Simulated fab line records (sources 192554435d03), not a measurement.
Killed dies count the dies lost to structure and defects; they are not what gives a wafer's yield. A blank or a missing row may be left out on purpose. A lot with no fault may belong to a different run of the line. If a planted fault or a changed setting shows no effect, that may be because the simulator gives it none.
Split-lot trial	flow n5_finfet	21 wafers read from 7 lots, route of 1938 steps

== ON THE SPLIT ==
At N5_BEOL_M0_SAQP_SPACER1_ALD_98 (deposits SiO2, target thk 12.8 nm, pulse time 1 s, purge time 2 s), the setting ald_cycles was moved away from the recipe's 138 on 6 of the 21 wafers read, by -5.8% to +12.3%. For the rest of the wafers, this setting stayed at what the recipe calls for.

== FROM THE SPLIT TO THE READING: what the file shows between them, 2 steps ==
- N5_BEOL_M0_SAQP_SPACER1_ETCHBACK_99: etches SiO2 in CHF3/O2, target depth 15.4 nm, time 7.7 s
- N5_BEOL_M0_SAQP_MANDREL1_REMOVE_100: chemistry HBr/Cl2/O2, target a-Si, stops on SiNx, bt time 10 s

== THE READING ==
cd_nm at N5_BEOL_M0_SAQP_CD_MEAS_25, given in nm (cd target 13.1 nm). A value of 12.83 nm with a standard deviation of 0.21 nm is what fault-free wafers of this fab line usually give.

wafer	tool, chamber at the split	ald_cycles as run	against the recipe	cd_nm, nm	against lot-mates on the recipe
L075.1	ald_sin-02, 2	138	recipe	12.80	-
L075.2	ald_sin-02, 3,0	131	-5.1%	12.09	-0.71
L075.4	ald_sin-02, 3,0	131	-5.1%	11.75	-1.05
L080.3	ald_sin-04, 0,1,2	138	recipe	13.01	-
L080.5	ald_sin-04, 0,1,2	138	recipe	12.80	-
L080.6	ald_sin-04, 0,1,2	138	recipe	12.89	-
L082.1	ald_sin-03, 0	130	-5.8%	11.92	-0.84
L082.3	ald_sin-03, 2	138	recipe	12.76	-
L082.4	ald_sin-03, 3	130	-5.8%	11.75	-1.01
L084.2	ald_sin-02, 2	151	+9.4%	13.89	+1.12
L084.3	ald_sin-02, 1,3	138	recipe	12.68	-
L084.4	ald_sin-02, 1,3	138	recipe	12.87	-
L091.1	ald_sin-04, 1,3	138	recipe	12.91	-
L091.3	ald_sin-04, 1,3	138	recipe	12.79	-
L091.6	ald_sin-04, 3	155	+12.3%	14.50	+1.65
L092.1	ald_sin-04, 2,0,3	138	recipe	13.17	-
L092.5	ald_sin-04, 2,0,3	138	recipe	13.04	-
L092.6	ald_sin-04, 2,0,3	138	recipe	12.71	-
L095.3	ald_sin-03, 0	138	recipe	13.13	-
L095.4	ald_sin-03, 1	138	recipe	12.90	-
L095.6	ald_sin-03, 0	138	recipe	13.02	-
Where a row lists several chambers, the file gives one row for several wafers and doesn't say which wafer went through which chamber.

THE FIT
A straight line over all 21 wafers: cd_nm changes by +0.143 nm for each +1% of ald_cycles; r = +0.96; the points scatter about the line by 0.19 nm.
The same after taking each lot's own level away (the mean of its wafers on the recipe; 21 wafers): +0.141 nm for each +1%; r = +0.98; scatter 0.14 nm.
Per that fit: largest ald_cycles move, reading shift of 1.7 nm.
The span of the lots' own levels, 12.760 to 13.017 nm, comes to 1.2 times the standard deviation stated above.
The two slopes agree, so the slope changes little with the lot-to-lot level.
Check: with one of the wafers moved furthest among these (+12.3%) left out of the fit, the line predicts +1.73 nm for it against its lot-mates. It came out at +1.65 nm against them.

== THE WHOLE CHAIN: every reading that the file lists as answering this split, in the file's order ==
step	what it does	reading	change (the file's fit)	r (the file's)
N5_BEOL_M0_SAQP_SPACER1_ALD_98	deposits SiO2, target thk 12.8 nm, pulse time 1 s, purge time 2 s	SiO2_of_BEOL_M0_SAQP_SPACER1_ALD_98.thk_nm (the simulator's own value, which no gauge read)	+0.127 nm for each +1% of the setting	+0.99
N5_BEOL_M0_SAQP_MANDREL1_REMOVE_100	chemistry HBr/Cl2/O2, target a-Si, stops on SiNx, bt time 10 s	BEOL_M0_SAQP.cd_nm (the simulator's own value, which no gauge read)	+0.126 nm for each +1% of the setting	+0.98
N5_BEOL_M0_SAQP_MANDREL1_REMOVE_100	chemistry HBr/Cl2/O2, target a-Si, stops on SiNx, bt time 10 s	SiO2_of_BEOL_M0_SAQP_SPACER1_ALD_98.thk_nm (the simulator's own value, which no gauge read)	+0.123 nm for each +1% of the setting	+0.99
N5_BEOL_M0_SAQP_CD_MEAS_25	target cd 13.1 nm	cd_nm	+0.136 nm for each +1% of the setting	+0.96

== THE FILE'S OWN FIT ==
cd_nm changes by +0.136 nm for each +1% of ald_cycles, r = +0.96.
